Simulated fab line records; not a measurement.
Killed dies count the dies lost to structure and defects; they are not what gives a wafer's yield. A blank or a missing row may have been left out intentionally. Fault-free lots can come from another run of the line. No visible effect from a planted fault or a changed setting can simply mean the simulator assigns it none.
A lot that was struck, set against a sound lot | flow nand harc | 14 out of 1302 route steps
Sound: the wafers L820.1, L820.3, L820.4. Wafers struck: L835.1, L835.4, L835.6. The cause comes at the end.
Each step with rows lists, per side, the tool, then ch with its chambers, then its first start. Under that, the readings that differ: sound wafers | struck wafers | difference of the means | sigmas: that difference in standard deviations of wafers without a fault.
alike: readings with means less than 2 such deviations apart, plus words and numbers identical on both sides. not compared: withheld readings, readings lacking a value on some wafer, bounds such as >300 that could conceal the same value, and numbers that have no deviation in the record and whose values overlap.
Wherever a step has rows on one side only, a row that says differs or no value, or a row with sigmas, the two part there. Numbers that have no deviation but don't overlap get no sigmas and don't part them. Lack of a reading on every wafer of one side parts them only where that side has two or more wafers.

NHARC_A_ONON_D1_THK_MEAS_30: measures by ellipsometry.
  sound on film metro-01, day 10 00:32; struck on film metro-01, day 15 23:41
  alike: thk nm
NHARC_A_ONON_D1_DEP_33: deposits SiO2, target thk 200 nm.
  sound on pecvd-02 ch 0,2, day 10 00:35; struck on pecvd-01 ch 0,2, day 15 23:50
  alike: heater power w, rf fwd power W, throttle valve pct
NHARC_A_ONON_D1_THK_MEAS_34: measures by ellipsometry.
  sound on film metro-02, day 10 01:00; struck on film metro-02, day 16 00:10
  alike: thk nm
NHARC_A_ONON_D1_INSPECT_32:
  sound on defect inspect-01, day 10 01:05; struck on defect inspect-02, day 16 00:14
  alike: raw defect count
NHARC_A_CHANNEL_HOLE_D1_DEP_00: deposits aC, target thk 3100 nm.
  sound on acl dep-03 ch 0, day 10 02:45; struck on acl dep-02 ch 0, day 16 01:21
  alike: throttle valve pct
NHARC_A_CHANNEL_HOLE_D1_DEP_01: deposits SiON, target thk 140 nm.
  sound on pecvd-03 ch 0,1, day 10 04:42; struck on pecvd-01 ch 1,2, day 16 03:19
  alike: heater power w, rf fwd power W
then, 5 steps without rows for these wafers: NHARC_A_CHANNEL_HOLE_D1_DEHYDRATE_02 (time 120 s); NHARC_A_CHANNEL_HOLE_D1_HMDS_03 (time 30 s); NHARC_A_CHANNEL_HOLE_D1_COAT_36 (time 75 s); NHARC_A_CHANNEL_HOLE_D1_COAT_37 (time 65 s); NHARC_A_CHANNEL_HOLE_D1_COAT_04 (resist thk 90 nm).
NHARC_A_CHANNEL_HOLE_D1_SOFTBAKE_05: time 55 s.
  sound on litho track-01 ch 0, day 10 04:00; struck on litho track-01 ch 0, day 16 03:00
  reading                  | sound                | struck               | difference | sigmas
  heater power total W (W) | 188.37 188.30 188.70 | 181.17 181.37 181.39 | -7.15      | -51
  alike: resist line temp C
then, 1 step without rows for these wafers: NHARC_A_CHANNEL_HOLE_D1_EBR_06.
-- jump in the record: it breaks off in module A_CHANNEL_HOLE_D1 and resumes in module END (first step shown: number 1302 of the route), and 16 days separate the struck wafers' starts before and after --
NHARC_END_SORT_01:
  only the struck wafers appear in the record here, on prober-01 ch 0 at day 31 19:02; the sound ones have no rows

WHERE THEY PART
First at NHARC_A_CHANNEL_HOLE_D1_SOFTBAKE_05; last, within this record, at NHARC_END_SORT_01.

WHY: what had been put in by the simulator
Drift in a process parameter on litho track-01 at NHARC_A_CHANNEL_HOLE_D1_SOFTBAKE_05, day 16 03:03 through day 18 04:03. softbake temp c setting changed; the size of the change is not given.
